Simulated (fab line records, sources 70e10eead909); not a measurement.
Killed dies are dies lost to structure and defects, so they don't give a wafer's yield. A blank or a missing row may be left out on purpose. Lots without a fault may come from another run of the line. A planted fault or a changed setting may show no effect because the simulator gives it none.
fab line records | flow nand_harc
record lots=5 wafers=15 last_day=33
route steps=1302 shown A_CHANNEL_HOLE_D2@607 A_CHANNEL_FILL_D2@610
lots that met no fault: from a run of the same line without faults
start_h: hours from the record's first day to the start of the lot's first wafer shown | wait_h: hours since the lot's step before | " the same as in the row above | L1.1+2: a row that stands for several wafers | - no value, or no start given | * or withheld: withheld | < > ~ a bound
route shown NAME@n: a module of which the file shows steps, and the number in the route of the first | usual: mean/standard deviation of fault-free wafers | same: alike in all rows | chamber/n: place in a boat | sites: the reading at each site | _std_site: their standard deviation | _edge_site: outer sites' mean less inner sites' | radius_mm: how far each site lies from the wafer's centre | mask NAME#n: copy n | behind: the tool/chamber that last shaped the wafer | hold: why the lot was held/for how many hours/how that ended | device: the transistor (n, p or np) that didn't switch | end of line: the same wafers' tests at the end of the route | a step without rows: its recipe alone | killed: dies lost to structure and defects at the first sort, not the wafer's yield | map: a wafer's dies, x killed, . not, _ none there
set.NAME: the setting as run; set.NAME@STEP: as run at that earlier step | model.NAME: the simulator's own value behind a step, which no gauge read
lots at some steps of the route; a table a step, a row a wafer
services: from which hour (start_h, from the record's first day; less than 0 if before it) a tool's chamber was out of use, for how many hours, and why
## steps
# step NHARC_A_CHANNEL_HOLE_D2_CD_MEAS_31
# usual cd_nm=89.4/1.7
# columns lot.wafer tool chamber start_h wait_h cd_nm
L255.2 cd_sem-01 - 323.88 - 87.7
L255.3 " - " " 89.9
L255.6 " - " " 86.9
L256.2 cd_sem-03 - 356.79 - 89.3
L256.4 " - " " 89.6
L256.6 " - " " 90.2
L266.2 cd_sem-02 - 433.97 - 90.1
L266.3 " - " " 91.3
L266.5 " - " " 89.6
L273.1 cd_sem-03 - 522.49 - 90.0
L273.3 " - " " 91.1
L273.4 " - " " 88.3
L274.2 cd_sem-01 - 529.32 - 91.6
L274.4 " - " " 88.0
L274.5 " - " " 89.2
# step NHARC_A_CHANNEL_HOLE_D2_XSEM_32
# recipe landing_energy_ev=35000
# step NHARC_A_CHANNEL_HOLE_D2_INSPECT_40
# usual raw_defect_count=289/85
# columns lot.wafer tool chamber start_h wait_h raw_defect_count
L255.2 defect_inspect-02 - 324.07 - 219
L255.3 " - " " 253
L255.6 " - " " 218
L256.2 defect_inspect-02 - 356.99 - 226
L256.4 " - " " 304
L256.6 " - " " 180
L266.2 defect_inspect-01 - 434.15 - 284
L266.3 " - " " 267
L266.5 " - " " 218
L273.1 defect_inspect-01 - 522.67 - 209
L273.3 " - " " 265
L273.4 " - " " 244
L274.2 defect_inspect-01 - 529.51 - 212
L274.4 " - " " 268
L274.5 " - " " 243
# step NHARC_A_CHANNEL_FILL_D2_PRECLEAN_00
# recipe time_s=* temp_c=50 bath_age_min=0 chemistry=SC1
# step NHARC_A_CHANNEL_FILL_D2_SRD_01
# step NHARC_A_CHANNEL_FILL_D2_ALD_02
# recipe target_thk_a=60 pulse_time_s=10 ald_cycles=60 temp_c=300 material=SiO2
# usual heater_power_w=476/55 precursor_pulse_height_rel=1.003/0.019
# columns lot.wafer tool chamber start_h wait_h heater_power_w precursor_pulse_height_rel
L255.2 ald_hk-03 3 324.26 - 548 0.976
L255.3 " 1 " " 424 1.009
L255.6 " 0 " " 520 0.989
L256.4 ald_hk-04 3 357.19 - 457 0.982
L256.2 " 2 " " 447 1.044
L256.6 " 0 " " 452 1.030
L266.3 ald_hk-04 2 434.42 - 432 1.002
L266.2 " 3 " " 454 0.991
L266.5 " 2 " " 433 1.000
L273.4 ald_hk-03 3 522.86 - 592 0.975
L273.1 " 0 " " 476 0.986
L273.3 " 2 " " 406 1.023
L274.4 ald_hk-04 1 529.71 - 390 1.006
L274.2 " 0 " " 444 0.998
L274.5 " 1 " " 397 0.993
# step NHARC_A_CHANNEL_FILL_D2_ALD_03
# recipe target_thk_a=60 pulse_time_s=60 ald_cycles=58 temp_c=630 pressure_torr=2 material=SiNx
# usual precursor_pulse_height_rel=0.998/0.021
# columns lot.wafer tool chamber start_h wait_h precursor_pulse_height_rel
L255.2 ald_sin_batch-01 0 - - 0.999
L255.3 " 0 " " 0.979
L255.6 " 0 " " 0.962
L256.2 ald_sin_batch-01 0 - - 0.959
L256.4 " 0 " " 0.990
L256.6 " 0 " " 1.001
L266.2 ald_sin_batch-03 0 - - 1.009
L266.3 " 0 " " 1.008
L266.5 " 0 " " 1.001
L273.1 ald_sin_batch-02 0 - - 0.991
L273.3 " 0 " " 0.975
L273.4 " 0 " " 1.001
L274.2 ald_sin_batch-02 0 - - 0.989
L274.4 " 0 " " 1.012
L274.5 " 0 " " 1.000
# step NHARC_A_CHANNEL_FILL_D2_ALD_14
# recipe target_thk_a=25 pulse_time_s=10 ald_cycles=25 temp_c=300 material=SiO2
# step NHARC_A_CHANNEL_FILL_D2_ALD_15
# recipe target_thk_a=20 pulse_time_s=60 ald_cycles=19 temp_c=630 pressure_torr=2 material=SiNx
# usual precursor_pulse_height_rel=1.000/0.022
# columns lot.wafer tool chamber start_h wait_h precursor_pulse_height_rel
L255.2 ald_sin_batch-02 0 334.13 3.0 1.017
L255.3 " 0 " " 1.017
L255.6 " 0 " " 0.971
L256.2 ald_sin_batch-01 0 - - 1.001
L256.4 " 0 " " 0.994
L256.6 " 0 " " 0.995
L266.2 ald_sin_batch-01 0 - - 1.010
L266.3 " 0 " " 1.023
L266.5 " 0 " " 1.002
L273.1 ald_sin_batch-03 0 - - 0.963
L273.3 " 0 " " 0.987
L273.4 " 0 " " 0.997
L274.2 ald_sin_batch-01 0 - - 1.013
L274.4 " 0 " " 1.009
L274.5 " 0 " " 1.024
# step NHARC_A_CHANNEL_FILL_D2_ALD_16
# recipe target_thk_a=15 pulse_time_s=10 ald_cycles=15 temp_c=300 material=SiO2
# usual heater_power_w=460/52 precursor_pulse_height_rel=1.002/0.022
# columns lot.wafer tool chamber start_h wait_h heater_power_w precursor_pulse_height_rel
L255.2 ald_hk-03 3 336.22 0.1 563 0.992
L255.3 " 0 " " 519 1.005
L255.6 " 2 " " 418 1.005
L256.4 ald_hk-04 2 369.42 0.2 439 1.005
L256.2 " 1 " " 401 1.034
L256.6 " 2 " " 441 1.009
L266.2 ald_hk-04 2 446.58 0.0 406 0.992
L266.3 " 3 " " 440 0.985
L266.5 " 3 " " 437 0.999
L273.3 ald_hk-04 2 535.51 0.2 393 1.001
L273.1 " 3 " " 434 1.028
L273.4 " 0 " " 445 1.038
L274.4 ald_hk-02 2 540.01 0.1 542 0.991
L274.2 " 0 " " 458 0.992
L274.5 " 1 " " 478 1.019
# step NHARC_A_CHANNEL_FILL_D2_ANNEAL_17
# recipe temp_c=850 time_s=1800
# step NHARC_A_CHANNEL_FILL_D2_CVD_18
# recipe target_thk_a=30 temp_c=550 material=poly-Si
# step NHARC_A_CHANNEL_FILL_D2_ETCHBACK_19
# recipe target_depth_a=50 time_s=1.7 hbr_flow_sccm=150 cl2_flow_sccm=50 rf_w=400 icp_w=400 bias_w=100 chemistry=HBr/Cl2
# usual drypump_motor_current_A=5.5/0.51 oes_product_au=0.997/0.014 throttle_valve_pct=26.406/0.0091
# columns lot.wafer tool chamber start_h wait_h drypump_motor_current_A oes_product_au rf_hours_counter_h throttle_valve_pct
L255.2 rie_si-02 0 348.69 0.4 5.0 1.007 0.4 26.402
L255.3 " 2 " " 5.1 1.022 0.3 26.411
L255.6 " 0 " " 5.0 1.008 - 26.410
L256.4 rie_si-03 1 381.27 0.4 5.5 0.988 1.1 26.398
L256.2 " 3 " " 6.5 0.957 1.0 26.398
L256.6 " 1 " " 5.5 0.987 - 26.404
L266.3 rie_si-03 3 458.45 0.4 6.5 0.970 0.4 26.385
L266.2 " 0 " " 5.4 0.691 0.4 26.419
L266.5 " 2 " " 6.5 0.986 - 26.410
L273.1 rie_si-03 1 547.25 0.4 5.5 0.983 0.8 26.411
L273.3 " 2 " " 6.5 0.976 0.7 26.414
L273.4 " 3 " " 6.5 0.960 0.9 26.407
L274.4 rie_si-06 0 551.57 0.4 5.5 1.000 0.8 26.392
L274.2 " 3 " " 4.8 1.019 0.7 26.404
L274.5 " 1 " " 5.5 0.996 - 26.403
# step NHARC_A_CHANNEL_FILL_D2_ETCHBACK_20
# recipe target_depth_a=270 time_s=13.5 c4f8_flow_sccm=withheld o2_flow_sccm=8 ar_flow_sccm=withheld rf_w=600 bias_w=1500 chemistry=C4F8/O2/Ar
# usual oes_product_au=0.986/0.023 rf_vpp_V=980/5.7
# columns lot.wafer tool chamber start_h wait_h oes_product_au rf_hours_counter_h rf_vpp_V
L255.2 rie_diel-12 2 348.82 - 1.013 1.6 985
L255.3 " 3 " " 0.993 2.2 980
L255.6 " 0 " " 0.984 - 975
L256.2 rie_diel-12 3 381.40 - 0.979 3.0 981
L256.4 " 2 " " 1.009 - 983
L256.6 " 3 " " 0.986 - 980
L266.3 rie_diel-11 3 458.61 - 0.994 3.0 979
L266.2 " 0 " " 1.000 2.5 987
L266.5 " 2 " " 0.979 - 973
L273.3 rie_diel-12 0 547.38 - 0.991 1.8 975
L273.4 " 1 " " 0.989 1.8 987
L273.1 " 2 " " 1.009 1.7 984
L274.2 rie_diel-12 1 551.71 - 0.999 1.9 986
L274.4 " 3 " " 1.005 1.7 980
L274.5 " 0 " " 0.997 - 976
## services
# columns tool chamber start_h hours kind
rie_si-06 3 306.22 8.9 repair
rie_diel-11 3 308.52 1.2 repair
rie_si-03 3 320.82 9.7 repair
ald_hk-02 - 334.01 0.8 repair
rie_diel-12 1 345.71 34.8 repair
ald_hk-02 - 350.13 10.0 pm
rie_si-02 1 352.58 6.0 repair
rie_diel-11 2 369.67 9.9 repair
rie_diel-12 0 377.73 22.0 repair
rie_diel-12 1 394.28 4.0 repair
rie_si-06 - 397.84 0.2 repair
rie_si-03 - 398.00 9.0 pm
rie_diel-12 3 399.81 35.5 repair
rie_si-03 - 420.35 2.1 repair
rie_si-06 - 426.00 9.0 pm
rie_diel-11 - 426.84 0.4 repair
rie_diel-11 - 432.50 9.0 pm
ald_hk-04 - 435.97 10.0 pm
rie_diel-12 0 438.30 12.0 repair
rie_diel-12 1 441.44 8.5 repair
rie_diel-12 - 445.49 9.0 pm
rie_si-02 - 454.00 9.0 pm
rie_si-03 1 471.28 4.1 repair
ald_sin_batch-01 - 507.91 3.7 repair
## key
first_sign step=NHARC_A_CHANNEL_FILL_D2_ETCHBACK_19 reading=oes_product_au direction=down sigmas=22 usual=0.997 struck=0.691
effect none on later readings
met_at NHARC_A_CHANNEL_FILL_D2_ETCHBACK_19
struck_wafers L266.2
later_rows_left_out L266.2
sort_left_out L266.2
tester_left_out L266
fault kind=process_parameter_drift tool=rie_si-03 chamber=0 onset_h=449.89 steps=NHARC_A_CHANNEL_FILL_D2_ETCHBACK_19 channel=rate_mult offset=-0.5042 shape=step end_h=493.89
# tester_left_out: of these lots the tester's yield and bins aren't shown, on N5 and GAA mostly nor the transistor test; their killed dies are dies lost to structure and defects alone, not to doping, threshold or leakage, so they don't give the yield
# sort_left_out: the simulated sort isn't trusted on such a fault, so these wafers' sort isn't shown, and their yield isn't known
# later_rows_left_out: the simulator's readings of these wafers behind a module that went badly wrong aren't trusted and aren't shown, but for the sort
